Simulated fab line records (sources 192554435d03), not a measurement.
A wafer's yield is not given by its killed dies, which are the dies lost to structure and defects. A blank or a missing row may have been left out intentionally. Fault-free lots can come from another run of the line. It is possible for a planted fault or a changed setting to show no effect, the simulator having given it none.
Which tool did it?	flow n5 finfet	30 wafers from 10 lots sampled at 5 of the route's 1938 steps

== WHAT THE GAUGES READ, wafer by wafer ==
N5_MOL_CONTACT_COAG_CD_MEAS_99 targets a cd of 17.2 nm.
lot	measured	on	cd nm (nm)
L295	day 4 13:39	cd sem-01	17.0 17.4 17.2
L297	day 5 04:07	cd sem-01	17.6 17.3 17.3
L300	day 5 22:29	cd sem-01	17.3 17.5 17.9
L303	day 6 17:56	cd sem-01	17.1 17.1 16.5
L309	day 8 06:16	cd sem-03	17.7 17.5 17.9
L311	day 8 15:44	cd sem-03	17.3 17.6 17.2
L312	day 9 00:49	cd sem-01	17.8 17.0 17.0
L314	day 9 14:59	cd sem-01	17.3 17.1 17.2
L316	day 10 02:12	cd sem-02	17.0 17.2 17.3
L317	day 10 04:24	cd sem-01	17.6 17.5 17.5

N5_BEOL_M4_RC_MEAS_101.
lot	measured	on	DIBL_N (mV/V)	DIBL_P (mV/V)	IOFF_N (nA/um)	IOFF_P (nA/um)	ION_N (uA/um)	ION_P (uA/um)	RC_DENSE_N (ohm.um)	RC_DENSE_P (ohm.um)	RC_N (ohm.um)	RC_P (ohm.um)	REXT_N (ohm.um)	REXT_P (ohm.um)	SS_N (mV/dec)	SS_P (mV/dec)	VT_N (mV)	VT_P (mV)
L295	day 10 21:20	prober-01	36.1 37.7 35.1	34.2 34.9 34.2	0.13 0.15 0.12	0.17 0.18 0.17	663 662 656	454 453 450	19.1 19.6 19.0	24.0 24.2 23.8	15.6 15.9 15.4	19.6 19.9 19.3	73.9 73.4 73.6	103.6 103.5 100.9	71.3 71.9 72.3	73.7 73.6 73.1	252 252 257	-257 -256 -255
L297	day 10 23:23	prober-01	37.1 36.9 35.1	37.7 37.9 35.9	0.15 0.15 0.13	0.20 0.20 0.19	663 678 679	453 467 467	18.8 18.6 18.6	23.9 23.5 23.4	15.3 15.2 15.3	19.4 19.1 19.2	74.4 73.4 73.8	98.2 96.6 97.7	72.1 71.6 71.2	74.2 74.0 73.1	252 253 253	-254 -254 -250
L300	day 11 19:07	prober-01	38.3 39.5 38.3	38.2 38.6 38.5	0.19 0.22 0.20	0.23 0.24 0.22	673 666 667	459 455 457	33.1 33.0 32.8	40.7 40.4 40.2	26.8 26.7 26.6	33.1 32.9 32.8	89.5 89.4 87.8	114.7 113.5 116.4	72.0 72.1 71.9	73.2 74.2 73.5	246 241 245	-249 -248 -250
L303	day 13 07:55	prober-01	38.4 38.3 37.5	38.6 39.0 37.0	0.20 0.21 0.18	0.24 0.25 0.22	674 686 659	460 463 451	33.7 33.6 33.7	41.4 41.8 42.1	27.1 26.9 27.4	33.6 33.7 34.2	84.8 86.2 85.5	113.8 114.5 115.1	71.3 71.4 71.6	73.9 74.3 73.4	246 243 249	-247 -247 -248
L309	day 14 08:27	prober-02	38.4 35.5 38.5	38.5 34.1 37.9	0.21 0.15 0.21	0.31 0.22 0.28	691 667 682	481 459 473	18.2 18.3 18.0	22.9 23.0 22.5	14.8 15.0 14.8	18.4 18.8 18.4	71.3 71.9 70.6	98.5 99.5 99.4	72.2 71.4 72.4	73.4 73.4 73.9	244 249 244	-243 -248 -247
L311	day 15 02:08	prober-02	37.9 38.6 36.5	38.6 38.9 36.7	0.20 0.21 0.17	0.27 0.26 0.23	695 681 671	476 465 468	19.0 18.8 19.0	24.2 24.1 24.0	15.4 15.6 15.4	19.7 19.6 19.8	72.9 74.1 73.1	101.8 103.6 103.1	72.2 72.8 71.5	74.1 74.4 72.8	247 247 247	-247 -245 -250
L312	day 15 06:29	prober-01	39.9 34.1 33.9	43.9 37.2 35.6	0.27 0.14 0.14	0.38 0.22 0.20	698 659 655	481 458 453	19.0 18.7 19.2	23.3 23.3 23.7	15.4 15.2 15.6	19.1 18.7 19.3	75.6 74.7 73.6	95.9 96.5 95.6	72.1 71.6 71.4	75.1 73.2 73.2	241 249 251	-241 -251 -249
L314	day 15 07:17	prober-02	35.7 37.2 36.7	35.7 38.3 36.9	0.15 0.19 0.16	0.22 0.26 0.21	668 687 670	463 472 458	18.9 19.1 19.1	24.0 23.9 24.2	15.2 15.4 15.6	19.3 19.7 19.7	75.3 74.8 74.8	98.1 98.8 98.5	72.1 72.0 71.7	73.2 73.7 74.2	249 248 252	-248 -247 -249
L316	day 15 15:10	prober-01	35.7 35.9 35.4	37.3 37.6 36.7	0.13 0.14 0.13	0.16 0.17 0.16	671 675 655	455 451 441	19.4 19.0 19.1	24.0 23.3 23.6	15.8 15.3 15.5	19.3 18.9 19.2	76.9 76.5 77.5	100.8 100.5 99.5	71.9 71.2 71.5	73.7 73.8 73.3	256 251 251	-257 -258 -259
L317	day 16 15:03	prober-02	38.4 39.6 39.7	39.5 40.4 40.2	0.22 0.26 0.25	0.32 0.36 0.35	700 719 707	492 489 487	18.3 18.5 18.9	22.9 23.0 23.7	14.8 15.1 15.3	18.6 18.8 19.3	76.6 75.5 75.7	98.0 98.8 98.6	71.9 72.6 72.2	74.2 75.2 74.7	243 241 242	-240 -240 -238

== TOOL THAT RAN EACH LOT (tool first, then ch and the chambers of the sampled wafers, then the start) ==
lot	N5_MOL_CONTACT_COAG_IMPLANT_129	N5_MOL_CONTACT_COAG_TI_SIL_19	N5_MOL_CONTACT_COAG_SPUTTER_130
L295	implanter-01 ch 0, day 4 20:54	pvd sputter-02, day 4 21:40	pvd sputter-03, day 5 01:26
L297	implanter-01 ch 0, day 5 04:09	pvd sputter-01, day 5 05:31	pvd sputter-03, day 5 10:10
L300	implanter-01 ch 0, day 5 22:36	pvd sputter-01, day 5 23:08	pvd sputter-02, day 6 05:02
L303	implanter-01 ch 0, day 6 18:03	pvd sputter-01, day 6 20:08	pvd sputter-01, day 6 23:53
L309	implanter-02 ch 0, day 8 06:22	pvd sputter-03, day 8 07:23	pvd sputter-02, day 8 12:22
L311	implanter-02 ch 0, day 8 15:47	pvd sputter-01, day 8 16:44	pvd sputter-01, day 8 22:53
L312	implanter-01 ch 0, day 9 00:52	pvd sputter-01, day 9 01:32	pvd sputter-01, day 9 06:51
L314	implanter-01 ch 0, day 9 15:01	pvd sputter-02, day 9 15:28	pvd sputter-03, day 9 20:22
L316	implanter-01 ch 0, day 10 02:14	pvd sputter-01, day 10 02:53	pvd sputter-01, day 10 06:37
L317	implanter-01 ch 0, day 10 04:29	pvd sputter-02, day 10 04:55	pvd sputter-02, day 10 09:36
- N5_MOL_CONTACT_COAG_IMPLANT_129
- N5_MOL_CONTACT_COAG_TI_SIL_19: material Ti, target thk 4.2 nm, time 15 s.
- N5_MOL_CONTACT_COAG_SPUTTER_130: material Co, target thk 47.5 nm.

== AS READ BY THE TOOLS THEMSELVES (means over the sampled wafers that have a number; for cases with no such wafer, the mark the record gives instead) ==
N5_MOL_CONTACT_COAG_IMPLANT_129.
lot	tool	beam energy keV	end station pressure torr (Torr)
L295	implanter-01	2.9996	5.62e-06
L297	implanter-01	2.9987	5.73e-06
L300	implanter-01	0.8271	6.52e-06
L303	implanter-01	0.8273	6.49e-06
L309	implanter-02	3.0007	5.46e-06
L311	implanter-02	2.9996	5.33e-06
L312	implanter-01	2.9999	5.84e-06
L314	implanter-01	3.0001	5.64e-06
L316	implanter-01	3.0002	5.72e-06
L317	implanter-01	3.0002	5.67e-06

N5_MOL_CONTACT_COAG_TI_SIL_19.
lot	tool	throttle valve pct (%)
L295	pvd sputter-02	29.6
L297	pvd sputter-01	29.3
L300	pvd sputter-01	29.7
L303	pvd sputter-01	29.7
L309	pvd sputter-03	29.7
L311	pvd sputter-01	28.9
L312	pvd sputter-01	30.0
L314	pvd sputter-02	29.7
L316	pvd sputter-01	29.4
L317	pvd sputter-02	29.7

N5_MOL_CONTACT_COAG_SPUTTER_130.
lot	tool	throttle valve pct (%)
L295	pvd sputter-03	30.4
L297	pvd sputter-03	29.8
L300	pvd sputter-02	29.2
L303	pvd sputter-01	29.0
L309	pvd sputter-02	29.6
L311	pvd sputter-01	30.3
L312	pvd sputter-01	29.5
L314	pvd sputter-03	29.7
L316	pvd sputter-01	29.7
L317	pvd sputter-02	29.6

== THE ANSWER, worked out from the rows above alone ==
Rule: the usual values come from the lots themselves. Put in order of their means at a reading, lots are off if they are a third of the lots or fewer, leave a main group of 4 or more, and stand apart from it by a gap of 3 or more times the standard deviation of the main group's means; of several such gaps the widest counts. Not used: any main group whose means are identical at the precision the tables above print for the reading. Also off: a lot with no number at a reading for which 4 or more lots have one. The other lots that the step has rows for count as sound. First the gauges in route order, then the tools' own readings, where a lot's mean is used as printed above. The first step at which some lot is off is used, and at that step the reading that is off furthest; a lot without a number counts as furthest.
Off: at N5_BEOL_M4_RC_MEAS_101 (RC_N), L300, L303. The main group: mean 15.3 ohm.um, standard deviation 0.24.
If a tool, at a process step before that reading, ran all the lots that are off and no sound lot after the first of them, it fits. Not tried: the gauges at N5_BEOL_M4_RC_MEAS_101; whatever is off there is also off at N5_MOL_CONTACT_COAG_IMPLANT_129, on other tools, and gauge error can't account for it. None of those tried fits.

== WHAT WAS PUT IN BY THE SIMULATOR ==
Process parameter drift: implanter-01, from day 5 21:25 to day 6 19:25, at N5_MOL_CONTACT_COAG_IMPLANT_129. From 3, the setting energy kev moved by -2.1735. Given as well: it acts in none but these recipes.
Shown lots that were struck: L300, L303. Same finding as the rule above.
